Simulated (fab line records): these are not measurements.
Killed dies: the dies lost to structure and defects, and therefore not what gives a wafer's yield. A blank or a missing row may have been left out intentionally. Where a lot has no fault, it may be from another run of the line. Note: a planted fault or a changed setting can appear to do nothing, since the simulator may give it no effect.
8D (eight disciplines) problem report, filled in by code || flow n5 finfet || the parts of the form that need people (team, actions taken, sign-off) are left out

== 1. WHAT WENT WRONG ==
exposure dose mJ cm2 at N5_BEOL_M1_EXPOSE_08 reads a mean of 32.09 on 12 wafers of 4 lots; wafers without a fault read 32.97 with a standard deviation of 0.041. Relative to the usual mean, that is a shift of -22 standard deviations.
The step: exposes mask M1.
First seen on wafer L592.2, day 8 13:29, on euv scanner-01. The record holds 30 wafers of 10 lots with a number at this step. Rule for "out" (also "out of limits"): further than 4 standard deviations from the usual mean. The rest of the wafers with a number are treated as sound.

== 2. WHAT IT IS, WHAT IT ISN'T ==
{"question": "which readings at this step", "is": "exposure dose mJ cm2", "is not": "-"}
{"question": "which lots", "is": "L592, L595, L596, L597", "is not": "L587, L588, L589, L591, L599, L607"}
{"question": "which wafers of those lots", "is": "all that have a number", "is not": "-"}
{"question": "read on which tools", "is": "euv scanner-01", "is not": "euv scanner-02"}
{"question": "when", "is": "from day 8 13:29", "is not": "up to then (12 sound wafers); but 6 sound wafers of L599, L607 came after"}

== 3. WHAT RULES OUT EACH SUSPECT ==
Counting: a tool at a process step up to the reading stays a suspect if it ran every lot that is out and no sound lot after the first of them.
- euv scanner-01 at N5_BEOL_M1_EXPOSE_08 (exposes mask M1): kept. Every lot that is out went through it, starting with L592 (day 8 13:29), and after that it ran no sound lot; the last sound lot it ran before then is L591 (day 7 14:43). Out on those wafers are its own readings of exposure dose mJ cm2.
Left after counting: euv scanner-01 at N5_BEOL_M1_EXPOSE_08.

== 4. THE CAUSE (what the simulator had put in) ==
Process parameters drifting: euv scanner-01 at N5_BEOL_M1_EXPOSE_08, beginning at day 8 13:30. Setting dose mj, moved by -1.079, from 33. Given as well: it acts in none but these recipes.
Only this tool survived the counting.

== 5. THE EFFECT CHAIN, in route order ==
Each row: a reading where the mean over the struck wafers with a number is more than 3 standard deviations away from the usual. Readings are gone through only where the record gives a usual standard deviation; hours: the median, over the lots, of the time from a lot's start at the first step in this table giving one to that lot's start at this step; sigmas: the change measured in usual standard deviations.
{"hours": 0, "step": "N5_BEOL_M1_EXPOSE_08", "reading": "exposure dose mJ cm2", "usual": 32.97, "on struck wafers": 32.09, "change": -0.88, "sigmas": -22}
Its process steps:
- N5_BEOL_M1_EXPOSE_08: exposes mask M1.
Later measuring or inspecting steps at which every struck wafer that the step has a row for has a number for every such reading, and none has moved that far: N5_BEOL_M4_RC_MEAS_101.

== 6. HOW IT WOULD HAVE BEEN CAUGHT EARLIER ==
In this record the first reading out of limits was taken at day 8 13:29.
